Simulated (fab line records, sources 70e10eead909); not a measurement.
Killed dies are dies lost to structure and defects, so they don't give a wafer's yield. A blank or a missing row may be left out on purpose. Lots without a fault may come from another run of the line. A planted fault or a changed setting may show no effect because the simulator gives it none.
fab line records | flow nand_harc
record lots=13 wafers=39 last_day=34
route steps=1302 shown A_DECK1_JOINT@527 A_ONON_D2@554 END@1302
lots that met no fault: from a run of the same line without faults
start_h: hours from the record's first day to the start of the lot's first wafer shown | wait_h: hours since the lot's step before | " the same as in the row above | L1.1+2: a row that stands for several wafers | - no value, or no start given | * or withheld: withheld | < > ~ a bound
route shown NAME@n: a module of which the file shows steps, and the number in the route of the first | usual: mean/standard deviation of fault-free wafers | same: alike in all rows | chamber/n: place in a boat | sites: the reading at each site | _std_site: their standard deviation | _edge_site: outer sites' mean less inner sites' | radius_mm: how far each site lies from the wafer's centre | mask NAME#n: copy n | behind: the tool/chamber that last shaped the wafer | hold: why the lot was held/for how many hours/how that ended | device: the transistor (n, p or np) that didn't switch | end of line: the same wafers' tests at the end of the route | a step without rows: its recipe alone | killed: dies lost to structure and defects at the first sort, not the wafer's yield | map: a wafer's dies, x killed, . not, _ none there
set.NAME: the setting as run; set.NAME@STEP: as run at that earlier step | model.NAME: the simulator's own value behind a step, which no gauge read
steps of the route over a sample of lots; a table a step, a row a wafer
services: from which hour (start_h, from the record's first day; less than 0 if before it) a tool's chamber was out of use, for how many hours, and why
## steps
# step NHARC_A_DECK1_JOINT_CMP_13
# recipe target_thk_nm=51.023
# usual motor_current_A=11.9/1.2 time_to_endpoint_s=9.5/2.3
# columns lot.wafer tool chamber start_h wait_h motor_current_A time_to_endpoint_s
L544.2 cmp-02 2 248.54 0.4 10.9 11.5
L544.4 " 1 " " 12.8 6.9
L544.5 " 2 " " 10.5 11.9
L545.3 cmp-02 2 262.10 0.4 10.7 11.4
L545.2 " 3 " " 14.0 9.3
L545.5 " 3 " " 13.6 10.9
L546.4 cmp-03 1 269.62 0.4 11.0 7.8
L546.2 " 3 " " 12.4 9.8
L546.1 " 0 " " 11.2 9.7
L547.4 cmp-03 0 274.79 0.4 11.6 8.8
L547.2 " 1 " " 11.0 7.5
L547.6 " 3 " " 11.5 9.5
L548.3 cmp-04 3 290.69 0.4 12.4 5.6
L548.2 " 1 " " 12.2 6.6
L548.6 " 3 " " 11.2 10.3
L550.3 cmp-03 3 309.44 0.4 12.4 14.0
L550.4 " 1 " " 10.6 6.9
L550.6 " 0 " " 11.6 9.7
L557.3 cmp-03 0 367.70 0.4 11.6 8.4
L557.6 " 0 " " 10.6 9.3
L557.5 " 1 " " 11.5 9.2
L560.1 cmp-03 3 409.47 0.4 12.4 12.5
L560.2 " 1 " " 11.2 11.3
L560.6 " 3 " " 11.9 13.8
L562.1 cmp-03 2 431.05 0.4 12.5 13.5
L562.2 " 3 " " 12.8 16.6
L562.6 " 3 " " 12.0 13.9
L563.3 cmp-02 0 438.31 0.5 12.5 7.6
L563.2 " 1 " " 12.8 7.4
L563.4 " 2 " " 10.9 11.8
L564.2 cmp-02 3 458.50 0.4 13.0 9.3
L564.1 " 0 " " 12.2 8.3
L564.5 " 2 " " 11.1 11.2
L566.3 cmp-04 2 472.28 0.4 10.1 10.7
L566.1 " 3 " " 11.6 12.6
L566.4 " 0 " " 9.6 9.2
L567.2 cmp-03 3 485.09 0.4 12.7 9.7
L567.6 " 0 " " 11.3 8.1
L567.5 " 1 " " 10.8 6.1
# step NHARC_A_DECK1_JOINT_ETCHBACK_00
# recipe target_depth_a=300 time_s=17.4 hbr_flow_sccm=150 rf_w=350 icp_w=350 bias_w=60 chemistry=HBr
# usual drypump_motor_current_A=5.7/0.56 hbr_flow_sccm=150.0/0.44 he_backside_leak_sccm=2.61/0.25 oes_product_au=0.999/0.0082 throttle_valve_pct=23.267/0.0085
# columns lot.wafer tool chamber start_h wait_h drypump_motor_current_A hbr_flow_sccm he_backside_leak_sccm oes_product_au rf_hours_counter_h throttle_valve_pct
L544.2 rie_si-05 1 248.92 0.1 6.5 150.3 2.61 0.993 0.6 23.253
L544.4 " 2 " " 5.3 149.9 2.72 0.988 0.6 23.260
L544.5 " 1 " " 6.5 150.1 2.67 0.989 - 23.270
L545.3 rie_si-05 1 262.48 0.1 6.4 149.9 2.57 1.005 0.7 23.275
L545.2 " 2 " " 5.3 150.1 2.98 0.989 0.7 23.265
L545.5 " 2 " " 5.3 149.7 2.79 0.987 - 23.263
L546.2 rie_si-02 0 270.00 0.1 4.8 150.6 2.66 0.997 1.1 23.273
L546.4 " 1 " " 6.6 149.7 2.55 0.986 1.2 23.272
L546.1 " 3 " " 5.9 149.5 2.84 1.004 0.9 23.271
L547.2 rie_si-02 3 275.15 0.1 5.8 150.8 2.91 1.001 0.9 23.270
L547.4 " 0 " " 4.8 149.9 2.66 1.000 1.1 23.275
L547.6 " 0 " " 4.7 149.7 2.46 1.001 - 23.267
L548.2 rie_si-03 1 291.10 0.1 5.6 149.4 2.45 0.992 0.4 23.269
L548.3 " 2 " " 5.8 149.9 2.67 1.004 0.4 23.250
L548.6 " 3 " " 5.6 150.6 2.17 1.009 - 23.254
L550.4 rie_si-02 2 309.82 0.1 5.5 150.0 2.48 1.005 0.1 23.262
L550.3 " 0 " " 4.8 149.8 2.26 1.004 0.1 23.281
L550.6 " 3 " " 5.8 150.2 2.79 1.005 - 23.251
L557.3 rie_si-03 3 368.09 0.1 5.6 149.8 2.27 1.000 0.8 23.264
L557.5 " 2 " " 5.8 149.9 2.70 0.992 - 23.269
L557.6 " 3 " " 5.6 150.4 2.24 1.003 - 23.259
L560.1 rie_si-02 3 409.84 0.1 5.8 149.6 2.89 1.009 0.8 23.275
L560.2 " 0 " " 4.8 149.3 2.33 1.002 0.8 23.272
L560.6 " 2 " " 5.5 149.1 2.78 0.999 - 23.268
L562.2 rie_si-02 0 431.43 0.1 4.7 150.4 2.54 1.008 0.9 23.259
L562.1 " 2 " " 5.5 149.9 2.41 1.000 0.9 23.258
L562.6 " 0 " " 4.7 149.9 2.40 1.003 - 23.261
L563.2 rie_si-05 2 438.66 0.1 5.3 149.6 2.65 1.001 0.6 23.257
L563.3 " 3 " " 6.1 150.5 2.22 0.996 0.7 23.273
L563.4 " 0 " " 4.8 150.2 3.01 0.992 1.0 23.265
L564.1 rie_si-03 3 458.87 0.1 5.6 149.8 2.21 1.007 0.3 23.277
L564.2 " 0 " " 6.0 149.7 2.55 0.996 0.4 23.271
L564.5 " 3 " " 5.6 150.1 2.26 0.988 - 23.266
L566.1 rie_si-05 2 472.68 0.1 5.3 150.2 2.80 0.999 0.9 23.271
L566.3 " 3 " " 6.1 149.6 2.41 0.989 0.9 23.267
L566.4 " 0 " " 4.8 149.8 3.15 0.991 - 23.283
L567.2 rie_si-02 3 485.42 0.1 5.8 149.8 3.07 0.995 0.2 23.265
L567.6 " 1 " " 6.7 149.8 2.49 0.992 - 23.284
L567.5 " 2 " " 5.5 149.6 2.61 1.012 - 23.249
# step NHARC_A_ONON_D2_THK_MEAS_14
# recipe thk_meas_gauge=ellipsometry
# usual thk_nm=1002/7.6
# columns lot.wafer tool chamber start_h wait_h thk_nm
L544.2 film_metro-02 - 276.90 - 995
L544.4 " - " " 996
L544.5 " - " " 994
L545.2 film_metro-01 - 288.70 - 1002
L545.3 " - " " 1003
L545.5 " - " " 1002
L546.1 film_metro-02 - 297.38 - 997
L546.2 " - " " 998
L546.4 " - " " 1000
L547.2 film_metro-02 - 305.32 - 1018
L547.4 " - " " 1019
L547.6 " - " " 1021
L548.2 film_metro-01 - 319.82 - 992
L548.3 " - " " 992
L548.6 " - " " 992
L550.3 film_metro-01 - 339.34 - 999
L550.4 " - " " 1000
L550.6 " - " " 1000
L557.3 film_metro-02 - 398.26 - 1001
L557.5 " - " " 1002
L557.6 " - " " 1002
L560.1 film_metro-01 - 440.24 - 1009
L560.2 " - " " 1009
L560.6 " - " " 1009
L562.1 film_metro-01 - 458.19 - 1004
L562.2 " - " " 1003
L562.6 " - " " 1003
L563.2 film_metro-01 - 467.85 - 1005
L563.3 " - " " 1005
L563.4 " - " " 1005
L564.1 film_metro-02 - 490.73 - 1008
L564.2 " - " " 1009
L564.5 " - " " 1009
L566.1 film_metro-01 - 506.53 - 1005
L566.3 " - " " 1007
L566.4 " - " " 1007
L567.2 film_metro-01 - 521.28 - 1003
L567.5 " - " " 1005
L567.6 " - " " 1005
# step NHARC_A_ONON_D2_DEP_28
# recipe target_thk_a=10000 n2_flow_sccm=2750 n2o_flow_sccm=2000 nh3_flow_sccm=500 sih4_flow_sccm=210 temp_c=400
# columns lot.wafer tool chamber start_h wait_h
L544.2+4+5 pecvd_onon-04 0 286.48 0.1
L545.2+3+5 pecvd_onon-04 0 299.15 0.1
L546.1+2+4 pecvd_onon-01 0 308.68 0.1
L547.2+4+6 pecvd_onon-02 0 317.30 0.1
L548.2+3+6 pecvd_onon-02 0 333.35 0.1
L550.3+4+6 pecvd_onon-01 0 348.46 0.2
L557.3+5+6 pecvd_onon-01 0 411.33 0.2
L560.1+2+6 pecvd_onon-01 0 449.41 0.1
L562.1+2+6 pecvd_onon-04 0 467.33 0.1
L563.2+3+4 pecvd_onon-04 0 477.38 0.1
L564.1+2+5 pecvd_onon-01 0 508.11 0.1
L566.1+3+4 pecvd_onon-01 0 516.06 0.1
L567.2+5+6 pecvd_onon-04 0 531.19 0.1
# step NHARC_A_ONON_D2_THK_MEAS_30
# recipe thk_meas_gauge=ellipsometry
# usual thk_nm=1002/10
# columns lot.wafer tool chamber start_h wait_h thk_nm
L544.2 film_metro-02 - 286.92 - 1004
L544.4 " - " " 1006
L544.5 " - " " 1005
L545.2 film_metro-01 - 299.61 - 992
L545.3 " - " " 992
L545.5 " - " " 994
L546.1 film_metro-01 - 309.18 - 987
L546.2 " - " " 985
L546.4 " - " " 986
L547.2 film_metro-02 - 317.76 - 984
L547.4 " - " " 984
L547.6 " - " " 983
L548.2 film_metro-01 - 333.81 - 1011
L548.3 " - " " 1013
L548.6 " - " " 1011
L550.3 film_metro-01 - 348.85 - 1021
L550.4 " - " " 1024
L550.6 " - " " 1023
L557.3 film_metro-01 - 411.73 - 642
L557.5 " - " " 643
L557.6 " - " " 641
L560.1 film_metro-01 - 449.92 - 623
L560.2 " - " " 624
L560.6 " - " " 622
L562.1 film_metro-02 - 467.84 - 998
L562.2 " - " " 995
L562.6 " - " " 995
L563.2 film_metro-02 - 477.83 - 1006
L563.3 " - " " 1007
L563.4 " - " " 1007
L564.1 film_metro-02 - 508.61 - 986
L564.2 " - " " 987
L564.5 " - " " 986
L566.1 film_metro-02 - 516.56 - 992
L566.3 " - " " 992
L566.4 " - " " 991
L567.2 film_metro-01 - 531.64 - 1011
L567.5 " - " " 1012
L567.6 " - " " 1011
# step NHARC_END_SORT_01
# recipe temp_c=25
# usual killed_at_array=52/17 killed_at_other=0.9/1.2 killed_at_periphery=3.9/2.7 killed_dies=57/16 killed_open=3.3/1.9 killed_short=2.5/1.5
# same gross_dies=677
# columns lot.wafer tool chamber start_h wait_h killed_at_array killed_at_other killed_at_periphery killed_dies killed_open killed_short
L557.3 prober-01 0 679.13 3.1 668 5 4 677 3 4
L557.5 prober-01 0 680.76 3.8 666 6 5 677 2 3
L557.6 prober-01 0 681.57 4.1 675 1 1 677 2 2
L560.1 prober-01 0 720.71 2.5 671 2 4 677 3 5
L560.2 prober-01 0 721.50 2.8 670 1 6 677 6 2
L560.6 prober-01 0 724.70 4.0 674 0 3 677 3 0
# killed by level:class
L557.3 A_ONON_D2:area_dep=621 A_CHANNEL_HOLE_D1:chamber_film_flake=24 A_CHANNEL_HOLE_D2:chamber_film_flake=7 THIN_TSV:chamber_film_flake=5 A_SLIT:chamber_film_flake=3 A_STAIRCASE:chamber_film_flake=3 A_ZERO_WELL:chamber_film_flake=2 A_CONTACT:chamber_film_flake=2
L557.5 A_ONON_D2:area_dep=606 A_CHANNEL_HOLE_D1:chamber_film_flake=33 A_CHANNEL_HOLE_D2:chamber_film_flake=18 THIN_TSV:chamber_film_flake=5 A_SLIT:chamber_film_flake=3 P_M1:chamber_film_flake=2 P_M0:geometric_particle:short=1 A_ONON_D1:geometric_particle:open=1
L557.6 A_ONON_D2:area_dep=630 A_CHANNEL_HOLE_D1:chamber_film_flake=30 A_CHANNEL_HOLE_D2:chamber_film_flake=7 A_CONTACT:chamber_film_flake=2 P_CONTACT:geometric_particle:open=1 A_ONON_D1:geometric_particle:open=1 A_ONON_D1:geometric_particle:short=1 A_DECK1_JOINT:geometric_particle:short=1
L560.1 A_ONON_D2:area_dep=629 A_STAIRCASE:chamber_film_flake=9 A_CHANNEL_HOLE_D2:chamber_film_flake=8 A_CHANNEL_HOLE_D1:chamber_film_flake=5 A_CONTACT:chamber_film_flake=5 A_SLIT:chamber_film_flake=4 A_BONDPAD:chamber_film_flake=3 A_CHANNEL_FILL_D1:geometric_particle:open=2
L560.2 A_ONON_D2:area_dep=616 A_CHANNEL_HOLE_D2:chamber_film_flake=23 A_STAIRCASE:chamber_film_flake=7 A_CHANNEL_HOLE_D1:chamber_film_flake=4 A_SLIT:chamber_film_flake=4 A_CONTACT:chamber_film_flake=4 P_GATE:chamber_film_flake=3 A_ONON_D2:geometric_particle:open=2
L560.6 A_ONON_D2:area_dep=635 A_CONTACT:chamber_film_flake=8 A_SLIT:chamber_film_flake=8 A_CHANNEL_HOLE_D2:chamber_film_flake=6 A_STAIRCASE:chamber_film_flake=5 A_SGD_CUT:chamber_film_flake=3 A_CHANNEL_HOLE_D1:chamber_film_flake=2 A_WL_FILL:chamber_film_flake=2
## services
# columns tool chamber start_h hours kind
cmp-02 - 232.66 4.0 pm
cmp-03 - 261.29 4.0 pm
cmp-02 - 264.44 0.8 repair
pecvd_onon-01 - 269.67 13.0 pm
rie_si-02 - 277.00 9.0 pm
cmp-03 - 277.42 2.3 repair
rie_si-05 - 305.00 9.0 pm
pecvd_onon-04 - 311.32 13.0 pm
cmp-02 - 311.73 2.3 repair
cmp-03 - 328.97 0.5 repair
cmp-02 - 330.66 4.0 pm
cmp-03 - 334.96 1.2 repair
rie_si-05 3 344.15 4.1 repair
cmp-02 - 350.03 0.6 repair
cmp-03 - 359.29 4.0 pm
rie_si-02 - 411.30 0.1 repair
cmp-03 - 425.97 4.6 repair
cmp-03 - 437.89 5.4 repair
pecvd_onon-01 - 450.67 13.0 pm
rie_si-02 - 454.00 9.0 pm
cmp-03 - 457.32 4.0 pm
rie_si-02 2 469.24 6.3 repair
cmp-03 - 481.44 2.2 repair
pecvd_onon-04 - 492.32 13.0 pm
## key
first_sign step=NHARC_A_ONON_D2_THK_MEAS_30 reading=thk_nm direction=down sigmas=35 usual=1002 struck=633
effect step=NHARC_END_SORT_01 reading=killed_dies direction=up sigmas=38 usual=57 struck=677
more_kills_born_at NHARC_A_ONON_D2_DEP_28@pecvd_onon-01=3737
met_at NHARC_A_ONON_D2_DEP_28
struck_lots L557,L560
struck_wafers L557.3,L557.5,L557.6,L560.1,L560.2,L560.6
later_rows_left_out L557.3,L557.5,L557.6,L560.1,L560.2,L560.6
tester_left_out L557,L560
not_acting_at NHARC_A_DECK1_JOINT_CMP_13,NHARC_A_DECK1_JOINT_ETCHBACK_00,NHARC_A_ONON_D2_THK_MEAS_14
onset_between 348.46 411.33
fault kind=process_parameter_drift tool=pecvd_onon-01 chamber=0 onset_h=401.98 steps=NHARC_A_ONON_D2_DEP_28 channel=target_thk_a offset=* shape=step end_h=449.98 acts_in=* stated=*
# tester_left_out: of these lots the tester's yield and bins aren't shown, on N5 and GAA mostly nor the transistor test; their killed dies are dies lost to structure and defects alone, not to doping, threshold or leakage, so they don't give the yield
# later_rows_left_out: the simulator's readings of these wafers behind a module that went badly wrong aren't trusted and aren't shown, but for the sort
